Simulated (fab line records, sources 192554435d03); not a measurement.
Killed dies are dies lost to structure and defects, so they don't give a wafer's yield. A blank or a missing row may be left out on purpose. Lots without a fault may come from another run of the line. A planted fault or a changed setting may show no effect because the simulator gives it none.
Chamber matching | flow n5_finfet | N5_SPACER0_ALD_00 on ald_sin-02: 4 sister chambers
The step deposits SiOCN, target thk 3.5 nm, pulse time 3 s, purge time 2 s. 4 wafers are shown with their chamber, then 7 later ones without.

WAFERS WITH THEIR CHAMBER
wafer  | chamber | heater_power_w (W)
L343.6 | 0       | 845
L349.4 | 3       | 747
L354.2 | 1       | 878
L354.4 | 2       | 775

WAFERS WITHOUT THEIR CHAMBER
wafer  | heater_power_w (W)
L354.6 | 759
L364.2 | 884
L364.3 | 777
L364.5 | 777
L365.2 | 854
L365.4 | 912
L365.5 | 749

WHICH CHAMBER EACH WENT THROUGH
wafer  | from the rows above     | in truth
L354.6 | can't be placed: 3 or 2 | 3
L364.2 | 1                       | 1
L364.3 | can't be placed: 2 or 3 | 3
L364.5 | can't be placed: 2 or 3 | 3
L365.2 | can't be placed: 0 or 1 | 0
L365.4 | 1                       | 1
L365.5 | can't be placed: 3 or 2 | 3
Placed correctly: 2 of 7. Can't be placed from these rows: 5 (the true chamber is among the candidates in 5). Placed wrongly: 0.
How it was worked out, from the rows above alone: a wafer's distance from a chamber is the root of the sum, over the readings, of the square of ((its reading less the chamber's mean) divided by the reading's scatter). The wafer belongs to the nearest chamber; if the next one is less than 2 further off, it can't be placed. A chamber's mean is the mean of its shown wafers. The scatter: with one shown wafer a chamber, the root of the mean of the squares of how far each hidden wafer lies from its nearest shown one.
